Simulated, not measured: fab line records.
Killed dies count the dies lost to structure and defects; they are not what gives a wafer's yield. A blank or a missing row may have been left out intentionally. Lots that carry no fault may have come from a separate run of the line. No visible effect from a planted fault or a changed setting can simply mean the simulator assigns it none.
Matching of chambers	flow n5-finfet	N5_MOL_CONTACT_COAG_ETCH_90 on rie-diel-01: 4 sister chambers
The step etches SiARC in CF4, target depth 13 nm, time 21.7 s. 8 wafers are shown with their chamber, then 8 later ones without.

== WAFERS WITH THEIR CHAMBER ==
wafer	chamber	showerhead-plenum-p-Torr (Torr)	throttle-valve-pct (%)
L081.5	3	2.16	15.60
L080.6	0	2.19	15.45
L085.4	2	2.04	16.16
L085.5	1	2.21	15.96
L088.2	3	2.16	15.63
L088.4	2	2.04	16.15
L088.6	0	2.18	15.47
L091.1	1	2.21	15.95

== WAFERS WITHOUT THEIR CHAMBER ==
wafer	showerhead-plenum-p-Torr (Torr)	throttle-valve-pct (%)
L091.2	2.04	16.19
L091.6	2.04	16.19
L093.2	2.18	15.48
L093.4	2.18	15.48
L093.5	2.15	15.66
L096.1	2.15	15.68
L096.2	2.29	15.74
L096.3	2.18	15.50

== CHAMBER TAKEN BY EACH ==
wafer	from the rows above	in truth
L091.2	2	2
L091.6	2	2
L093.2	0	0
L093.4	0	0
L093.5	3	3
L096.1	3	3
L096.2	1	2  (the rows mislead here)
L096.3	0	0
7 of 8 placed correctly. From these rows, 0 cannot be placed. 1 placed wrongly.
How it was worked out, from the rows above alone: a wafer's distance from a chamber is the root of the sum, over the readings, of the square of ((its reading less the chamber's mean) divided by the reading's scatter). If the next closest chamber is less than 2 further off than the closest, the wafer can't be placed; otherwise it belongs to the closest. The mean given for a chamber averages the wafers shown for that chamber. The scatter: take each reading less its chamber's mean, square it, sum over the shown wafers, divide by the number of wafers less the number of chambers, and take the root.
